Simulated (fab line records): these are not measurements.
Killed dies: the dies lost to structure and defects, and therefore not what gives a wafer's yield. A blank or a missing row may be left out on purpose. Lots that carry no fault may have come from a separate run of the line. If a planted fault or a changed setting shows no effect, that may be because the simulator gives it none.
Which of the tools did it? / flow nandHarc / Sampling: 6 lots, 18 wafers, 4 of 1159 route steps

== WHAT THE GAUGES READ, wafer by wafer ==
NHARC_THIN_TSV_CD_MEAS_33 targets a cd of 5000 nm.
lot=L104; measured=day 19 07:05; on=cdSem-01; cdNm (nm)=4994.8 4997.5 5000.9
lot=L102; measured=day 19 09:28; on=cdSem-01; cdNm (nm)=4997.3 5003.2 5000.5
lot=L108; measured=day 21 05:44; on=cdSem-03; cdNm (nm)=5000.2 4999.0 4998.9
lot=L109; measured=day 21 15:39; on=cdSem-01; cdNm (nm)=4993.8 4995.4 4998.8
lot=L118; measured=day 23 23:08; on=cdSem-03; cdNm (nm)=5001.2 4998.8 5002.8
lot=L121; measured=day 24 21:17; on=cdSem-01; cdNm (nm)=4994.3 5000.5 4998.7

== TOOL THAT RAN EACH LOT (tool first, then ch and the chambers of the sampled wafers, then the start) ==
lot=L104; NHARC_A_CONTACT_ETCH_91=rieDiel-03 ch 0,3, day 17 03:22; NHARC_THIN_TSV_ETCHBACK_48=rieDiel-01 ch 1,2, day 19 03:16; NHARC_THIN_TSV_DEGAS_49=pvdSputter-03, day 19 03:51
lot=L102; NHARC_A_CONTACT_ETCH_91=rieDiel-08 ch 0,3, day 17 09:47; NHARC_THIN_TSV_ETCHBACK_48=rieDiel-01 ch 0,1,2, day 19 05:37; NHARC_THIN_TSV_DEGAS_49=pvdSputter-03, day 19 06:08
lot=L108; NHARC_A_CONTACT_ETCH_91=rieDiel-03 ch 0,2,3, day 18 21:20; NHARC_THIN_TSV_ETCHBACK_48=rieDiel-07 ch 1,3, day 21 02:04; NHARC_THIN_TSV_DEGAS_49=pvdSputter-03, day 21 02:35
lot=L109; NHARC_A_CONTACT_ETCH_91=rieDiel-13 ch 1,2, day 19 14:03; NHARC_THIN_TSV_ETCHBACK_48=rieDiel-07 ch 1,3, day 21 11:45; NHARC_THIN_TSV_DEGAS_49=pvdSputter-01, day 21 12:16
lot=L118; NHARC_A_CONTACT_ETCH_91=rieDiel-03 ch 1,2,3, day 21 09:01; NHARC_THIN_TSV_ETCHBACK_48=rieDiel-01 ch 1,2,3, day 23 19:36; NHARC_THIN_TSV_DEGAS_49=pvdSputter-03, day 23 20:02
lot=L121; NHARC_A_CONTACT_ETCH_91=rieDiel-13 ch 1,3, day 22 19:40; NHARC_THIN_TSV_ETCHBACK_48=rieDiel-07 ch 0,1, day 24 17:40; NHARC_THIN_TSV_DEGAS_49=pvdSputter-01, day 24 18:10
- NHARC_A_CONTACT_ETCH_91: etches the open film in CH3F/O2, target depth 40 nm, time 85.7 s.
- NHARC_THIN_TSV_ETCHBACK_48: etches the open film in C4F8/Ar, target depth 1028.5 nm, time 405.17 s.
- NHARC_THIN_TSV_DEGAS_49: time 120 s.

== THE ANSWER, worked out from the rows above alone ==
Rule: usual is defined by the lots themselves. The widest of any qualifying gaps counts: lots, ordered by their means at a reading, are off when they make up no more than a third of the lots, leave a main group of 4 or more, and stand apart from it by 3 or more times the standard deviation of that group's means. The tables above print the reading to a certain number of digits; a main group whose means all agree to those digits is not used. Also off: a lot with no number at a reading for which 4 or more lots have one. Where the step has rows for the other lots, those lots are counted as sound.
None of the lots is off at any reading shown; this tells nothing.

== WHAT THE SIMULATOR HAD PUT IN ==
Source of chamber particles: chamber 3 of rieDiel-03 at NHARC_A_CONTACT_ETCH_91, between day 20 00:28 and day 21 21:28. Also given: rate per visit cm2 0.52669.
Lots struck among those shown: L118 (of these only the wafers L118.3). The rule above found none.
